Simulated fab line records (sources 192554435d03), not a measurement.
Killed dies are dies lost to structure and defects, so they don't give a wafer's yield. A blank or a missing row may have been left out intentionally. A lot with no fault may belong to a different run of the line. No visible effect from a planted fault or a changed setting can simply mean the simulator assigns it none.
Lot-split experiment	flow n5Finfet	on a route of 1938 steps: 7 lots, 39 wafers read

## ABOUT THE SPLIT
At N5_BEOL_M12_ETCH_59 (etches BARC in N2/H2, target depth 89 nm, overetch 26.7 nm, time 67.9 s), the setting targetDepthA was moved away from the recipe's 890 angstrom on 12 of the 39 wafers read, by -43.5% to +46.9%. The other wafers ran this setting at the recipe's value.

Split to reading: the file shows no intervening step.

## THE READING
coat_of_BEOL_M12_COAT_04.thkNm (the simulator's own value, which no gauge read), in nm, at N5_BEOL_M12_VIA_ETCH_16 (etches SiOC in C4F8/O2/Ar, target depth 724.8 nm). The file does not state a usual value for it. Here, 27 wafers ran the recipe; their average is 123.5 nm with a standard deviation of 3.4 nm.

wafer	tool, chamber at the split	targetDepthA as run, angstrom	against the recipe	coat_of_BEOL_M12_COAT_04.thkNm, nm	against lot-mates on the recipe
L074.1	rieDiel-01, 0	890	recipe	127.2	-
L074.2	rieDiel-01, 2	890	recipe	122.4	-
L074.3	rieDiel-01, 1	890	recipe	126.6	-
L074.4	rieDiel-01, 3	890	recipe	120.4	-
L074.5	rieDiel-01, 0	890	recipe	122	-
L074.6	rieDiel-01, 1	890	recipe	123.6	-
L076.1	rieDiel-04, 1	890	recipe	121.6	-
L076.2	rieDiel-04, 0	694	-22.0%	131.4	+12.8
L076.3	rieDiel-04, 2	694	-22.0%	135.8	+17.2
L076.4	rieDiel-04, 0	890	recipe	117.6	-
L076.5	rieDiel-04, 2	694	-22.0%	132	+13.4
L076.6	rieDiel-04, 1	890	recipe	116.6	-
L080.1	rieDiel-04, 1	890	recipe	120.2	-
L080.2	rieDiel-04, 0	1307	+46.9%	102	-20.9
L080.3	rieDiel-04, 3	1307	+46.9%	96.6	-26.3
L080.4	rieDiel-04, 2	890	recipe	123.4	-
L080.5	rieDiel-04, 3	1307	+46.9%	89.4	-33.5
L080.6	rieDiel-04, 2	890	recipe	125.2	-
L091.1	rieDiel-05, 2	890	recipe	123.2	-
L091.2	rieDiel-05, 0,1	890	recipe	129.4	-
L091.3	rieDiel-05, 3	890	recipe	126.8	-
L091.4	rieDiel-05, 0,1	890	recipe	127.6	-
L091.5	rieDiel-05, 2	890	recipe	120.2	-
L091.6	rieDiel-05, 1	890	recipe	125	-
L090.1	rieDiel-01, 1	708.8	-20.4%	132	+11.2
L090.2	rieDiel-01, 0	708.8	-20.4%	135.8	+15.0
L090.3	rieDiel-01, 2	890	recipe	121	-
L090.4	rieDiel-01, 3	708.8	-20.4%	129.6	+8.8
L090.5	rieDiel-01, 2	890	recipe	120.2	-
L090.6	rieDiel-01, 3	890	recipe	121.2	-
L093.1	rieDiel-05, 1	503.1	-43.5%	146.6	+23.5
L093.2	rieDiel-05, 3	890	recipe	125.4	-
L093.3	rieDiel-05, 2	503.1	-43.5%	144.2	+21.1
L093.4	rieDiel-05, 2	890	recipe	119.8	-
L093.5	rieDiel-05, 1	890	recipe	124.2	-
L093.6	rieDiel-05, 3	503.1	-43.5%	139.4	+16.3
L096.1	rieDiel-05, 1	890	recipe	129.8	-
L096.4	rieDiel-05, 3	890	recipe	124.4	-
L096.5	rieDiel-05, 3	890	recipe	128.2	-
Where a row lists several chambers, the file gives one row for several wafers and doesn't say which wafer went through which chamber.

THE FIT
A straight line over all 39 wafers: coat_of_BEOL_M12_COAT_04.thkNm changes by -0.517 nm for each +1% of targetDepthA; r = -0.94; the points scatter about the line by 3.7 nm.
The same after taking each lot's own level away (the mean of its wafers on the recipe; 39 wafers): -0.543 nm for each +1%; r = -0.96; scatter 3.1 nm.
On that fit, the largest move of targetDepthA shifts the reading by 25 nm.
Across the lots, their own levels run from 118.60 to 127.47 nm, a range of 2.6 times the standard deviation given above.
Consequently the slope shifts little with the lot-to-lot level, the two slopes agreeing.
Check: -26.7 nm against its lot-mates is what the line predicts for one of the wafers moved furthest among these (+46.9%) when that wafer is left out of the fit. It came out at -20.9 nm against them.

## FURTHER SPLITS ON THESE WAFERS
These wafers also went through other splits before the reading. Each is held against what the fit with the lots' levels taken away leaves over:
other split on the same wafers	wafers away from the commonest value	r with coat_of_BEOL_M12_COAT_04.thkNm (lot level and that fit taken away)
N5_BEOL_M4_ALD_98 aldCycles	18	+0.07
N5_BEOL_M5_DEP_56 targetThkA	15	+0.18
N5_BEOL_M7_DEP_56 targetThkA	12	+0.08

## THE WHOLE CHAIN: every reading that the file lists as answering this split, in the file's order
step	what it does	reading	change (the file's fit)	r (the file's)
N5_BEOL_M12_ETCH_59	etches BARC in N2/H2, target depth 89 nm, overetch 26.7 nm, time 67.9 s	coat_of_BEOL_M12_COAT_04.thkNm (the simulator's own value, which no gauge read)	-0.556 nm for each +1% of the setting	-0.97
N5_BEOL_M12_VIA_ETCH_16	etches SiOC in C4F8/O2/Ar, target depth 724.8 nm	coat_of_BEOL_M12_COAT_04.thkNm (the simulator's own value, which no gauge read)	-0.541 nm for each +1% of the setting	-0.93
N5_BEOL_M12_STRIP_63	strips in N2/H2	stripTimeToEndpointS	withheld for each +1% of the setting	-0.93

## THE FILE'S OWN FIT
coat_of_BEOL_M12_COAT_04.thkNm changes by -0.541 nm for each +1% of targetDepthA, r = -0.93.
